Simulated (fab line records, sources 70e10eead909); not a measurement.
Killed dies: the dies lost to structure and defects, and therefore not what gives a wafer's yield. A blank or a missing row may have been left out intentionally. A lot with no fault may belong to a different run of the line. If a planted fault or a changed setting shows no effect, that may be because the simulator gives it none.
Which tool did it? / flow nand harc / 11 lots, 33 wafers sampled, at 3 steps of a route of 1302

WHAT THE GAUGES READ, wafer by wafer
NHARC_A_SLIT_OVL_MEAS_10.
lot=L569; measured=day 19 16:34; on=overlay-01; overlay x nm (nm)=1.0 0.8 0.8; overlay y nm (nm)=2.1 2.7 1.5
lot=L568; measured=day 19 16:23; on=overlay-02; overlay x nm (nm)=-1.1 -0.5 -0.4; overlay y nm (nm)=0.4 0.3 0.8
lot=L571; measured=day 21 00:14; on=overlay-01; overlay x nm (nm)=0.0 0.3 -0.3; overlay y nm (nm)=0.2 0.1 0.0
lot=L572; measured=day 21 14:38; on=overlay-01; overlay x nm (nm)=0.0 -0.2 -0.1; overlay y nm (nm)=0.1 0.5 -0.1
lot=L575; measured=day 22 05:52; on=overlay-01; overlay x nm (nm)=0.0 -0.3 -0.7; overlay y nm (nm)=0.8 1.0 0.6
lot=L574; measured=day 22 06:19; on=overlay-02; overlay x nm (nm)=-1.0 -0.9 -1.3; overlay y nm (nm)=0.9 1.0 1.1
lot=L584; measured=day 26 03:56; on=overlay-02; overlay x nm (nm)=-2.4 -2.3 -2.4; overlay y nm (nm)=-0.6 -0.5 -0.6
lot=L586; measured=day 28 00:08; on=overlay-02; overlay x nm (nm)=-0.8 -0.2 -0.7; overlay y nm (nm)=0.6 0.3 0.1
lot=L589; measured=day 28 09:55; on=overlay-02; overlay x nm (nm)=1.2 0.8 0.8; overlay y nm (nm)=0.5 0.0 -0.3
lot=L591; measured=day 29 10:14; on=overlay-01; overlay x nm (nm)=0.4 0.3 0.2; overlay y nm (nm)=-0.5 -0.8 -0.5
lot=L590; measured=day 29 10:32; on=overlay-02; overlay x nm (nm)=-0.3 0.1 -0.3; overlay y nm (nm)=-0.4 -0.4 -0.2

EACH LOT AND THE TOOL THAT RAN IT (in order: tool; ch and the chambers of the sampled wafers; start)
lot=L569; NHARC_A_SGD_CUT_ETCH_16=rie diel-01 ch 0,1,2, day 19 10:31 or earlier; NHARC_A_SGD_CUT_ETCHBACK_24=rie diel-01 ch 0,1,2, day 19 10:31
lot=L568; NHARC_A_SGD_CUT_ETCH_16=rie diel-02 ch 0,2, day 19 10:30 or earlier; NHARC_A_SGD_CUT_ETCHBACK_24=rie diel-08 ch 1,3, day 19 10:30
lot=L571; NHARC_A_SGD_CUT_ETCH_16=rie diel-08 ch 1,2, day 20 18:02 or earlier; NHARC_A_SGD_CUT_ETCHBACK_24=rie diel-01 ch 0,1,2, day 20 18:02
lot=L572; NHARC_A_SGD_CUT_ETCH_16=rie diel-08 ch 0,1,3, day 21 04:21 or earlier; NHARC_A_SGD_CUT_ETCHBACK_24=rie diel-01 ch 1,3, day 21 04:21
lot=L575; NHARC_A_SGD_CUT_ETCH_16=rie diel-08 ch 1,2,3, day 21 23:14 or earlier; NHARC_A_SGD_CUT_ETCHBACK_24=rie diel-08 ch 0,2, day 21 23:14
lot=L574; NHARC_A_SGD_CUT_ETCH_16=rie diel-01 ch 2,3, day 21 23:15 or earlier; NHARC_A_SGD_CUT_ETCHBACK_24=rie diel-01 ch 0,1,2, day 21 23:15
lot=L584; NHARC_A_SGD_CUT_ETCH_16=rie diel-02 ch 1,2,3, day 25 21:16 or earlier; NHARC_A_SGD_CUT_ETCHBACK_24=rie diel-02 ch 0,2,3, day 25 21:16
lot=L586; NHARC_A_SGD_CUT_ETCH_16=rie diel-01 ch 1,2, day 27 16:41 or earlier; NHARC_A_SGD_CUT_ETCHBACK_24=rie diel-08 ch 0,1, day 27 16:41
lot=L589; NHARC_A_SGD_CUT_ETCH_16=rie diel-01 ch 0,1,3, day 28 01:07 or earlier; NHARC_A_SGD_CUT_ETCHBACK_24=rie diel-01 ch 0,2,3, day 28 01:07
lot=L591; NHARC_A_SGD_CUT_ETCH_16=rie diel-01 ch 0,2,3, day 29 05:10 or earlier; NHARC_A_SGD_CUT_ETCHBACK_24=rie diel-08 ch 0,1,3, day 29 05:10
lot=L590; NHARC_A_SGD_CUT_ETCH_16=rie diel-02 ch 0,3, day 29 05:19 or earlier; NHARC_A_SGD_CUT_ETCHBACK_24=rie diel-01 ch 0,2, day 29 05:19
- NHARC_A_SGD_CUT_ETCH_16: etches the open film in C4F8/O2/Ar, target depth 310.5 nm, time 155.2 s.
- NHARC_A_SGD_CUT_ETCHBACK_24: etches the open film in CH3F/O2, target depth 50 nm, time 92.857 s.

WHAT THE TOOLS THEMSELVES READ (means of the sampled wafers that have a number; where no wafer has one, the mark that the record gives instead)
NHARC_A_SGD_CUT_ETCH_16.
lot=L569; tool=rie diel-01; bias w (W)=802.0; oes product au (a.u.)=0.975; rf vpp V (V)=721; run length s (s)=176.8
lot=L568; tool=rie diel-02; bias w (W)=798.1; oes product au (a.u.)=0.968; rf vpp V (V)=722; run length s (s)=176.0
lot=L571; tool=rie diel-08; bias w (W)=799.4; oes product au (a.u.)=0.977; rf vpp V (V)=719; run length s (s)=176.1
lot=L572; tool=rie diel-08; bias w (W)=796.8; oes product au (a.u.)=0.950; rf vpp V (V)=720; run length s (s)=176.2
lot=L575; tool=rie diel-08; bias w (W)=798.1; oes product au (a.u.)=0.987; rf vpp V (V)=720; run length s (s)=176.1
lot=L574; tool=rie diel-01; bias w (W)=798.7; oes product au (a.u.)=0.962; rf vpp V (V)=725; run length s (s)=176.3
lot=L584; tool=rie diel-02; bias w (W)=800.6; oes product au (a.u.)=0.982; rf vpp V (V)=721; run length s (s)=176.1
lot=L586; tool=rie diel-01; bias w (W)=800.5; oes product au (a.u.)=0.968; rf vpp V (V)=723; run length s (s)=176.7
lot=L589; tool=rie diel-01; bias w (W)=799.2; oes product au (a.u.)=0.954; rf vpp V (V)=721; run length s (s)=176.5
lot=L591; tool=rie diel-01; bias w (W)=799.5; oes product au (a.u.)=0.971; rf vpp V (V)=723; run length s (s)=176.3
lot=L590; tool=rie diel-02; bias w (W)=800.6; oes product au (a.u.)=0.982; rf vpp V (V)=718; run length s (s)=176.2

NHARC_A_SGD_CUT_ETCHBACK_24.
lot=L569; tool=rie diel-01; bias w (W)=100.3; ch3f flow sccm (sccm)=49.91; drypump motor current A (A)=5.5; mfc ar sccm (sccm)=199.6; oes product au (a.u.)=0.92; rf vpp V (V)=243.7; showerhead plenum p Torr (Torr)=2.40; throttle valve pct (%)=20.659
lot=L568; tool=rie diel-08; bias w (W)=99.9; ch3f flow sccm (sccm)=50.04; drypump motor current A (A)=5.9; mfc ar sccm (sccm)=200.2; oes product au (a.u.)=1.00; rf vpp V (V)=241.5; showerhead plenum p Torr (Torr)=2.30; throttle valve pct (%)=20.667
lot=L571; tool=rie diel-01; bias w (W)=100.0; ch3f flow sccm (sccm)=50.06; drypump motor current A (A)=5.5; mfc ar sccm (sccm)=200.3; oes product au (a.u.)=1.00; rf vpp V (V)=244.1; showerhead plenum p Torr (Torr)=2.40; throttle valve pct (%)=20.655
lot=L572; tool=rie diel-01; bias w (W)=100.0; ch3f flow sccm (sccm)=49.87; drypump motor current A (A)=5.4; mfc ar sccm (sccm)=199.4; oes product au (a.u.)=1.01; rf vpp V (V)=242.9; showerhead plenum p Torr (Torr)=2.38; throttle valve pct (%)=20.664
lot=L575; tool=rie diel-08; bias w (W)=100.1; ch3f flow sccm (sccm)=50.03; drypump motor current A (A)=5.3; mfc ar sccm (sccm)=200.4; oes product au (a.u.)=0.93; rf vpp V (V)=245.9; showerhead plenum p Torr (Torr)=2.57; throttle valve pct (%)=20.666
lot=L574; tool=rie diel-01; bias w (W)=100.0; ch3f flow sccm (sccm)=49.95; drypump motor current A (A)=5.5; mfc ar sccm (sccm)=199.6; oes product au (a.u.)=0.95; rf vpp V (V)=243.8; showerhead plenum p Torr (Torr)=2.39; throttle valve pct (%)=20.661
lot=L584; tool=rie diel-02; bias w (W)=99.9; ch3f flow sccm (sccm)=49.88; drypump motor current A (A)=5.8; mfc ar sccm (sccm)=200.3; oes product au (a.u.)=0.93; rf vpp V (V)=242.7; showerhead plenum p Torr (Torr)=2.39; throttle valve pct (%)=20.661
lot=L586; tool=rie diel-08; bias w (W)=99.9; ch3f flow sccm (sccm)=49.95; drypump motor current A (A)=5.9; mfc ar sccm (sccm)=200.1; oes product au (a.u.)=0.99; rf vpp V (V)=243.7; showerhead plenum p Torr (Torr)=2.39; throttle valve pct (%)=20.659
lot=L589; tool=rie diel-01; bias w (W)=99.7; ch3f flow sccm (sccm)=50.01; drypump motor current A (A)=5.7; mfc ar sccm (sccm)=200.7; oes product au (a.u.)=0.94; rf vpp V (V)=243.9; showerhead plenum p Torr (Torr)=2.44; throttle valve pct (%)=20.664
lot=L591; tool=rie diel-08; bias w (W)=100.1; ch3f flow sccm (sccm)=50.12; drypump motor current A (A)=5.7; mfc ar sccm (sccm)=199.8; oes product au (a.u.)=0.93; rf vpp V (V)=244.6; showerhead plenum p Torr (Torr)=2.39; throttle valve pct (%)=20.665
lot=L590; tool=rie diel-01; bias w (W)=100.3; ch3f flow sccm (sccm)=49.89; drypump motor current A (A)=5.6; mfc ar sccm (sccm)=199.5; oes product au (a.u.)=1.00; rf vpp V (V)=244.2; showerhead plenum p Torr (Torr)=2.46; throttle valve pct (%)=20.659

THE ANSWER, worked out from the rows above alone
Rule: what is usual is taken from the lots themselves. Put in order of their means at a reading, lots are off if they are a third of the lots or fewer, leave a main group of 4 or more, and stand apart from it by a gap of 3 or more times the standard deviation of the main group's means; of several such gaps the widest counts. Not used: any main group whose means are identical at the precision the tables above print for the reading. Also off: a lot with no number at a reading for which 4 or more lots have one. Any other lot the step has rows for is counted as sound. First the gauges in route order, then the tools' own readings, where a lot's mean is used as printed above. At the first step where some lot is off, the reading lying furthest off is the one used; lots without a number count as furthest.
None of the lots is off at any reading shown; this tells nothing.

WHAT WAS PUT IN BY THE SIMULATOR
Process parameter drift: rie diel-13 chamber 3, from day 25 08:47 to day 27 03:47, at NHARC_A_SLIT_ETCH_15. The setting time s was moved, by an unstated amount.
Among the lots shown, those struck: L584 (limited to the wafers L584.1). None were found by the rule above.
